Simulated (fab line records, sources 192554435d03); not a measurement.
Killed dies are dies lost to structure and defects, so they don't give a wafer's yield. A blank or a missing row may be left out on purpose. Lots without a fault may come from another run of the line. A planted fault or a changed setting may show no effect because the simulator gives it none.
Which tool did it? | flow n5_finfet | 11 lots, 33 wafers sampled, at 1 step of a route of 1938

WHAT THE GAUGES READ, wafer by wafer
N5_BEOL_M8_THK_MEAS_01.
lot  | measured     | on            | M8_ILD_THK (nm)
L939 | day 9 07:13  | film_metro-01 | 151.5 153.3 154.7
L942 | day 9 14:22  | film_metro-02 | 153.4 156.8 156.1
L941 | day 9 19:13  | film_metro-01 | 154.0 156.5 157.6
L940 | day 9 20:43  | film_metro-01 | 154.1 156.5 155.5
L943 | day 9 23:22  | film_metro-01 | 153.6 155.2 157.5
L956 | day 13 19:11 | film_metro-02 | 155.4 152.6 159.0
L957 | day 14 03:09 | film_metro-02 | 149.7 150.5 156.0
L959 | day 14 09:19 | film_metro-02 | 153.1 152.3 156.3
L958 | day 14 10:40 | film_metro-02 | 156.3 152.8 159.3
L960 | day 14 19:27 | film_metro-02 | 154.1 154.1 155.9
L961 | day 15 06:37 | film_metro-02 | 152.7 157.4 154.7

WHICH TOOL RAN EACH LOT (tool, then ch and the chambers of the sampled wafers, then the start)
The record holds no process step before these readings.

WHAT THE TOOLS THEMSELVES READ (means of the sampled wafers that have a number; where no wafer has one, the mark that the record gives instead)
The record holds no such reading with a usual standard deviation.

THE ANSWER, worked out from the rows above alone
Rule: what is usual is taken from the lots themselves. Put in order of their means at a reading, lots are off if they are a third of the lots or fewer, leave a main group of 4 or more, and stand apart from it by a gap of 3 or more times the standard deviation of the main group's means; of several such gaps the widest counts. A main group whose means are all the same, to the digits that the tables above print for the reading, isn't used. A lot without any number at a reading at which 4 lots or more have one is off too. The other lots that the step has rows for count as sound. The gauges are gone through in route order, then the tools' own readings, and for those a lot's mean is taken as printed above. The first step at which some lot is off is used, and at that step the reading that is off furthest; a lot without a number counts as furthest.
No lot is off at any reading shown: from this, nothing can be told.

WHAT THE SIMULATOR HAD PUT IN
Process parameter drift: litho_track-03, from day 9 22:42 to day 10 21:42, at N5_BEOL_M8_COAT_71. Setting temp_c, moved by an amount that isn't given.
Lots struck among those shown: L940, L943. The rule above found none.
